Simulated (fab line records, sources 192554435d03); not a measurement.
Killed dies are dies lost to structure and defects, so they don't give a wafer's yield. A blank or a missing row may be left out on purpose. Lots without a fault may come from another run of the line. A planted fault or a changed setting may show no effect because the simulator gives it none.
Split-lot experiment | flow n5_finfet | 7 lots, 21 wafers read, on a route of 1938 steps

THE SPLIT
At N5_BEOL_M9_COAT_22 (resist thk 30 nm), the setting spin_rpm was moved away from the recipe's 1500 rpm on 7 of the 21 wafers read, by -10.3% to +6.7%. The other wafers ran this setting at the recipe's value.

FROM THE SPLIT TO THE READING: what the file shows between them, 4 steps
- N5_BEOL_M9_EXPOSE_25: exposes mask V8 (also split here: dose_mj)
- N5_BEOL_M9_PEB_26: peb time 60 s
- N5_BEOL_M9_DEVELOP_27: develop time 30 s
- N5_BEOL_M9_CD_MEAS_28: target cd 70 nm

THE READING
CAR-EUV_of_BEOL_M9_COAT_22.thk_nm (the simulator's own value, which no gauge read), in nm, at N5_BEOL_M9_DESCUM_33 (chemistry O2, time 7 s). The file gives no usual value for it. The 14 wafers here that ran the recipe average 26.1 nm, standard deviation 0.12 nm.

wafer  | tool, chamber at the split | spin_rpm as run, rpm | against the recipe | CAR-EUV_of_BEOL_M9_COAT_22.thk_nm, nm | against lot-mates on the recipe
L078.1 | litho_track-03, 0          | 1500                 | recipe             | 26.2                                  | -
L078.2 | litho_track-03, 0          | 1500                 | recipe             | 26.2                                  | -
L078.5 | litho_track-03, 0          | 1500                 | recipe             | 26.2                                  | -
L081.1 | litho_track-01, 0          | 1500                 | recipe             | 26.2                                  | -
L081.2 | litho_track-01, 0          | 1500                 | recipe             | 26                                    | -
L081.4 | litho_track-01, 0          | 1500                 | recipe             | 26                                    | -
L080.2 | litho_track-03, 0          | 1500                 | recipe             | 26.2                                  | -
L080.4 | litho_track-03, 0          | 1500                 | recipe             | 26.2                                  | -
L080.3 | litho_track-03, 0          | 1346                 | -10.3%             | 27.8                                  | +1.6
L082.1 | litho_track-01, 0          | 1600                 | +6.7%              | 25.2                                  | -1.0
L082.2 | litho_track-01, 0          | 1500                 | recipe             | 26.2                                  | -
L082.5 | litho_track-01, 0          | 1600                 | +6.7%              | 25.4                                  | -0.8
L087.2 | litho_track-01, 0          | 1500                 | recipe             | 26.2                                  | -
L087.4 | litho_track-01, 0          | 1500                 | recipe             | 26.2                                  | -
L087.5 | litho_track-01, 0          | 1349                 | -10.1%             | 27.8                                  | +1.6
L089.2 | litho_track-04, 0          | 1432                 | -4.5%              | 26.8                                  | +0.9
L089.3 | litho_track-04, 0          | 1500                 | recipe             | 25.8                                  | -
L089.5 | litho_track-04, 0          | 1500                 | recipe             | 26                                    | -
L094.1 | litho_track-04, 0          | 1500                 | recipe             | 26                                    | -
L094.2 | litho_track-04, 0          | 1384                 | -7.7%              | 27.4                                  | +1.4
L094.6 | litho_track-04, 0          | 1384                 | -7.7%              | 27.4                                  | +1.4

THE FIT
A straight line over all 21 wafers: CAR-EUV_of_BEOL_M9_COAT_22.thk_nm changes by -0.154 nm for each +1% of spin_rpm; r = -0.98; the points scatter about the line by 0.13 nm.
The same after taking each lot's own level away (the mean of its wafers on the recipe; 21 wafers): -0.159 nm for each +1%; r = -0.99; scatter 0.097 nm.
On that fit, the largest move of spin_rpm shifts the reading by 1.6 nm.
The lots' own levels span 25.90 to 26.20 nm, that is 2.4 times the standard deviation above.
So the lot-to-lot level changes the slope little: the two slopes agree.
Check: with one of the wafers moved furthest among these (-10.3%) left out of the fit, the line predicts +1.69 nm for it against its lot-mates. It came out at +1.6 nm against them.

OTHER SPLITS ON THESE WAFERS
These wafers also went through other splits before the reading. Each is held against what the fit with the lots' levels taken away leaves over:
other split on the same wafers | wafers away from the commonest value | r with CAR-EUV_of_BEOL_M9_COAT_22.thk_nm (lot level and that fit taken away)
N5_BEOL_M7_ETCH_41 bias_w      | 9                                    | +0.13
N5_BEOL_M8_DEP_56 time_s       | 10                                   | -0.29
N5_BEOL_M9_EXPOSE_25 dose_mj   | 9                                    | +0.12

THE WHOLE CHAIN: every reading that the file lists as answering this split, in the file's order
step                  | what it does           | reading                                                                            | change (the file's fit)               | r (the file's)
N5_BEOL_M9_COAT_22    | resist thk 30 nm       | CAR-EUV_of_BEOL_M9_COAT_22.thk_nm (the simulator's own value, which no gauge read) | -0.155 nm for each +1% of the setting | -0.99
N5_BEOL_M9_DEVELOP_27 | develop time 30 s      | CAR-EUV_of_BEOL_M9_COAT_22.thk_nm (the simulator's own value, which no gauge read) | -0.169 nm for each +1% of the setting | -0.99
N5_BEOL_M9_DESCUM_33  | chemistry O2, time 7 s | CAR-EUV_of_BEOL_M9_COAT_22.thk_nm (the simulator's own value, which no gauge read) | -0.161 nm for each +1% of the setting | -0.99

THE FILE'S OWN FIT
CAR-EUV_of_BEOL_M9_COAT_22.thk_nm changes by -0.161 nm for each +1% of spin_rpm, r = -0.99.
